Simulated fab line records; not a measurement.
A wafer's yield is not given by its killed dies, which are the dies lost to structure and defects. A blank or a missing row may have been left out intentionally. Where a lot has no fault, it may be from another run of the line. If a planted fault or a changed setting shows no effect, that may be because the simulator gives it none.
Split-lot experiment || flow n5Finfet || route with 1938 steps; 7 lots, 21 wafers read

## THE SPLIT
At N5_BEOL_M9_TRENCH_ETCH_37 (etches SiCOH lowk in C4F6/O2, target depth 151.43 nm, time 49 s), the setting timeS was moved away from the recipe's 49 s on 9 of the 21 wafers read, by -15.7% to +19.3%. For the rest of the wafers, this setting stayed at what the recipe calls for.

## FROM THE SPLIT TO THE READING: what the file shows between them, 11 steps
- N5_BEOL_M9_ETCH_41: etches SiCN in CH3F/O2, target depth 36.6 nm, time 70.1 s
- N5_BEOL_M9_STRIP_80: strips in N2/H2, time 10 s
- N5_BEOL_M9_OCD_MEAS_38
- N5_BEOL_M9_HM_STRIP_39: strips TiN in peroxide tin strip, target depth 25 nm, time 158 s
- N5_BEOL_M9_SRD_40: time 30 s
- N5_BEOL_M9_ECD_50: material Cu, target thk 318 nm
- N5_BEOL_M9_ANNEAL_51: time 90 s
- N5_BEOL_M9_CMP_52: polishes, stops on SiCOH lowk, t overpolish 7 s, target thk 140 nm
- N5_BEOL_M9_THK_MEAS_53: measures by xrf
- N5_BEOL_M9_PRE_CLEAN_55: time 15 s
- N5_BEOL_M9_DEP_56: deposits SiCN from 3MS/NH3, target thk 15 nm, time 26.5 s

## THE READING
M9_RS (ohm/sq), read at N5_BEOL_M9_RS_MEAS_57 with a four-point probe. On this fab line, fault-free wafers typically give 0.152 ohm/sq with a standard deviation of 0.0033 ohm/sq.

{"wafer": "L079.1", "tool, chamber at the split": "rieDiel-04, 3", "timeS as run, s": 49, "against the recipe": "recipe", "M9_RS, ohm/sq": 0.154, "against lot-mates on the recipe": "-"}
{"wafer": "L079.4", "tool, chamber at the split": "rieDiel-04, 1", "timeS as run, s": 49, "against the recipe": "recipe", "M9_RS, ohm/sq": 0.150, "against lot-mates on the recipe": "-"}
{"wafer": "L079.6", "tool, chamber at the split": "rieDiel-04, 1", "timeS as run, s": 49, "against the recipe": "recipe", "M9_RS, ohm/sq": 0.151, "against lot-mates on the recipe": "-"}
{"wafer": "L080.2", "tool, chamber at the split": "rieDiel-05, 0", "timeS as run, s": 56.96, "against the recipe": "+16.2%", "M9_RS, ohm/sq": 0.128, "against lot-mates on the recipe": -0.026}
{"wafer": "L080.3", "tool, chamber at the split": "rieDiel-05, 1", "timeS as run, s": 56.96, "against the recipe": "+16.2%", "M9_RS, ohm/sq": 0.130, "against lot-mates on the recipe": -0.024}
{"wafer": "L080.6", "tool, chamber at the split": "rieDiel-05, 1", "timeS as run, s": 49, "against the recipe": "recipe", "M9_RS, ohm/sq": 0.154, "against lot-mates on the recipe": "-"}
{"wafer": "L083.2", "tool, chamber at the split": "rieDiel-04, 1", "timeS as run, s": 49, "against the recipe": "recipe", "M9_RS, ohm/sq": 0.150, "against lot-mates on the recipe": "-"}
{"wafer": "L083.3", "tool, chamber at the split": "rieDiel-04, 0", "timeS as run, s": 49, "against the recipe": "recipe", "M9_RS, ohm/sq": 0.148, "against lot-mates on the recipe": "-"}
{"wafer": "L083.4", "tool, chamber at the split": "rieDiel-04, 3", "timeS as run, s": 49, "against the recipe": "recipe", "M9_RS, ohm/sq": 0.154, "against lot-mates on the recipe": "-"}
{"wafer": "L086.4", "tool, chamber at the split": "rieDiel-04, 2", "timeS as run, s": 58.46, "against the recipe": "+19.3%", "M9_RS, ohm/sq": 0.126, "against lot-mates on the recipe": -0.031}
{"wafer": "L086.5", "tool, chamber at the split": "rieDiel-04, 2", "timeS as run, s": 49, "against the recipe": "recipe", "M9_RS, ohm/sq": 0.157, "against lot-mates on the recipe": "-"}
{"wafer": "L086.6", "tool, chamber at the split": "rieDiel-04, 1", "timeS as run, s": 58.46, "against the recipe": "+19.3%", "M9_RS, ohm/sq": 0.127, "against lot-mates on the recipe": -0.030}
{"wafer": "L088.1", "tool, chamber at the split": "rieDiel-05, 0", "timeS as run, s": 49, "against the recipe": "recipe", "M9_RS, ohm/sq": 0.153, "against lot-mates on the recipe": "-"}
{"wafer": "L088.4", "tool, chamber at the split": "rieDiel-05, 1", "timeS as run, s": 49, "against the recipe": "recipe", "M9_RS, ohm/sq": 0.158, "against lot-mates on the recipe": "-"}
{"wafer": "L088.6", "tool, chamber at the split": "rieDiel-05, 3", "timeS as run, s": 41.33, "against the recipe": "-15.7%", "M9_RS, ohm/sq": 0.187, "against lot-mates on the recipe": "+0.032"}
{"wafer": "L089.4", "tool, chamber at the split": "rieDiel-03, 0", "timeS as run, s": 49, "against the recipe": "recipe", "M9_RS, ohm/sq": 0.153, "against lot-mates on the recipe": "-"}
{"wafer": "L089.5", "tool, chamber at the split": "rieDiel-03, 0", "timeS as run, s": 45.76, "against the recipe": "-6.6%", "M9_RS, ohm/sq": 0.165, "against lot-mates on the recipe": "+0.012"}
{"wafer": "L089.6", "tool, chamber at the split": "rieDiel-03, 3", "timeS as run, s": 45.76, "against the recipe": "-6.6%", "M9_RS, ohm/sq": 0.162, "against lot-mates on the recipe": "+0.009"}
{"wafer": "L094.2", "tool, chamber at the split": "rieDiel-03, 0", "timeS as run, s": 51.99, "against the recipe": "+6.1%", "M9_RS, ohm/sq": 0.142, "against lot-mates on the recipe": -0.012}
{"wafer": "L094.3", "tool, chamber at the split": "rieDiel-03, 1", "timeS as run, s": 51.99, "against the recipe": "+6.1%", "M9_RS, ohm/sq": 0.139, "against lot-mates on the recipe": -0.015}
{"wafer": "L094.6", "tool, chamber at the split": "rieDiel-03, 0", "timeS as run, s": 49, "against the recipe": "recipe", "M9_RS, ohm/sq": 0.154, "against lot-mates on the recipe": "-"}

THE FIT
A straight line over all 21 wafers: M9_RS changes by -0.00159 ohm/sq for each +1% of timeS; r = -0.97; the points scatter about the line by 0.0035 ohm/sq.
The same after taking each lot's own level away (the mean of its wafers on the recipe; 21 wafers): -0.00167 ohm/sq for each +1%; r = -0.99; scatter 0.0025 ohm/sq.
According to that fit, moving timeS by its largest amount changes the reading by 0.032 ohm/sq.
Measured against the standard deviation above, the lots' own levels, which go from 0.1507 to 0.1570 ohm/sq, span 1.9 times it.
Consequently the slope shifts little with the lot-to-lot level, the two slopes agreeing.
Check: for one of the wafers moved furthest among these (+19.3%), held out of the fit, the line's prediction against its lot-mates is -0.0322 ohm/sq. Against them it came out at -0.031 ohm/sq.

## THE WHOLE CHAIN: every reading that the file lists as answering this split, in the file's order
{"step": "N5_BEOL_M9_TRENCH_ETCH_37", "what it does": "etches SiCOH lowk in C4F6/O2, target depth 151.43 nm, time 49 s", "reading": "BEOL_M9.featureDepthNm (the simulator's own value, which no gauge read)", "change (the file's fit)": "+1.45 nm for each +1% of the setting", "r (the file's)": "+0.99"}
{"step": "N5_BEOL_M9_TRENCH_ETCH_37", "what it does": "etches SiCOH lowk in C4F6/O2, target depth 151.43 nm, time 49 s", "reading": "etch.depthNm (the simulator's own value, which no gauge read)", "change (the file's fit)": "+1.45 nm for each +1% of the setting", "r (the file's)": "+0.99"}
{"step": "N5_BEOL_M9_TRENCH_ETCH_37", "what it does": "etches SiCOH lowk in C4F6/O2, target depth 151.43 nm, time 49 s", "reading": "TiN_of_BEOL_M9_HM_DEP_02.thkNm (the simulator's own value, which no gauge read)", "change (the file's fit)": "-0.0463 nm for each +1% of the setting", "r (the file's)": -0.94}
{"step": "N5_BEOL_M9_OCD_MEAS_38", "what it does": "", "reading": "trenchDepthNm", "change (the file's fit)": "+1.47 nm for each +1% of the setting", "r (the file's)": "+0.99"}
{"step": "N5_BEOL_M9_CMP_52", "what it does": "polishes, stops on SiCOH lowk, t overpolish 7 s, target thk 140 nm", "reading": "Cu_of_BEOL_M9_ECD_50.thkNm (the simulator's own value, which no gauge read)", "change (the file's fit)": "+1.48 nm for each +1% of the setting", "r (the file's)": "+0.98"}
{"step": "N5_BEOL_M9_THK_MEAS_53", "what it does": "measures by xrf", "reading": "M9_THK", "change (the file's fit)": "+1.49 for each +1% of the setting", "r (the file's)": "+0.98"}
{"step": "N5_BEOL_M9_RS_MEAS_57", "what it does": "measures by four-point-probe", "reading": "M9_RS", "change (the file's fit)": "-0.00172 for each +1% of the setting", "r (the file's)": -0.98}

## THE FILE'S OWN FIT
M9_RS changes by -0.00172 ohm/sq for each +1% of timeS, r = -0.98.
